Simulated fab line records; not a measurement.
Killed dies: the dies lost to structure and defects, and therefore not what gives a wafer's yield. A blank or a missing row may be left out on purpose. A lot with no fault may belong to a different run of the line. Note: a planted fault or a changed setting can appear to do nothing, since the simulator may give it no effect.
The tool behind it: which one? + flow nand harc + Sampling: 6 lots, 18 wafers, 4 of 1302 route steps

## WHAT EACH GAUGE READ, for each wafer
NHARC_P_GATE_CD_MEAS_91: the cd target is 2000 nm.
| lot  | measured     | on        | cd nm (nm)                                |
|------|--------------|-----------|-------------------------------------------|
| L724 | day 6 01:44  | cd sem-02 | 2001.8 2001.5 2000.4                      |
| L726 | day 6 19:53  | cd sem-02 | 1998.5 2001.4 2001.1                      |
| L728 | day 7 18:19  | cd sem-01 | 2001.3 2000.1 2002.0                      |
| L730 | day 8 15:59  | cd sem-01 | 1998.5 1997.3 2002.2                      |
| L732 | day 9 18:10  | cd sem-01 | 1999.0 1997.3 1996.6                      |
| L736 | day 11 23:05 | cd sem-02 | 2190.6 2190.8 2194.6 2190.7 2191.0 2194.8 |

## WHICH TOOL RAN EACH LOT (tool, then ch and the chambers of the sampled wafers, then the start)
| lot  | NHARC_P_GATE_ALD_36              | NHARC_P_GATE_DESCUM_48             | NHARC_P_GATE_EXPOSE_88            |
|------|----------------------------------|------------------------------------|-----------------------------------|
| L724 | ald sin-03 ch 0,1, day 5 12:39   | rie diel-05 ch 0,1,3, day 5 22:15  | krf scanner-01 ch 0, day 6 01:34  |
| L726 | ald sin-03 ch 0,2,3, day 6 06:05 | rie diel-05 ch 0,2,3, day 6 16:41  | krf scanner-03 ch 0, day 6 19:44  |
| L728 | ald sin-01 ch 0,3, day 7 02:28   | rie diel-09 ch 0,1,2, day 7 11:58  | krf scanner-01 ch 0, day 7 18:10  |
| L730 | ald sin-02 ch 0,1, day 8 02:13   | rie diel-05 ch 1,3, day 8 12:57    | krf scanner-03 ch 0, day 8 15:50  |
| L732 | ald sin-03 ch 0,1,2, day 9 05:19 | rie diel-10 ch 1,2,3, day 9 14:59  | krf scanner-03 ch 0, day 9 18:01  |
| L736 | ald sin-03 ch 0,3, day 11 09:48  | rie diel-05 ch 0,1,3, day 11 19:53 | krf scanner-01 ch 0, day 11 22:56 |
- NHARC_P_GATE_ALD_36: deposits SiNx, target thk 20 nm, pulse time 60 s, ald cycles 223.
- NHARC_P_GATE_DESCUM_48: chemistry O2, time 3 s.
- NHARC_P_GATE_EXPOSE_88: exposes mask P HVN, target cd 2000 nm.

## THE ANSWER, worked out from the rows above alone
Rule: what is usual is taken from the lots themselves. The widest of any qualifying gaps counts: lots, ordered by their means at a reading, are off when they make up no more than a third of the lots, leave a main group of 4 or more, and stand apart from it by 3 or more times the standard deviation of that group's means. A main group whose means are all the same, to the digits that the tables above print for the reading, isn't used. A lot without any number at a reading at which 4 lots or more have one is off too. Any other lot the step has rows for is counted as sound.
Off: L736, at NHARC_P_GATE_CD_MEAS_91 (cd nm). For the main group the mean is 1999.9 nm and the standard deviation 1.3.
A tool fits if, at a process step before that reading, it ran every lot that is off, and no sound lot after the first of them. Gauges at NHARC_P_GATE_CD_MEAS_91: tried the same way as those tools. Can't be told from this: 4 tools fit, ald sin-03 at NHARC_P_GATE_ALD_36, rie diel-05 at NHARC_P_GATE_DESCUM_48, krf scanner-01 at NHARC_P_GATE_EXPOSE_88, cd sem-02 at NHARC_P_GATE_CD_MEAS_91.

## WHAT THE SIMULATOR HAD INSERTED
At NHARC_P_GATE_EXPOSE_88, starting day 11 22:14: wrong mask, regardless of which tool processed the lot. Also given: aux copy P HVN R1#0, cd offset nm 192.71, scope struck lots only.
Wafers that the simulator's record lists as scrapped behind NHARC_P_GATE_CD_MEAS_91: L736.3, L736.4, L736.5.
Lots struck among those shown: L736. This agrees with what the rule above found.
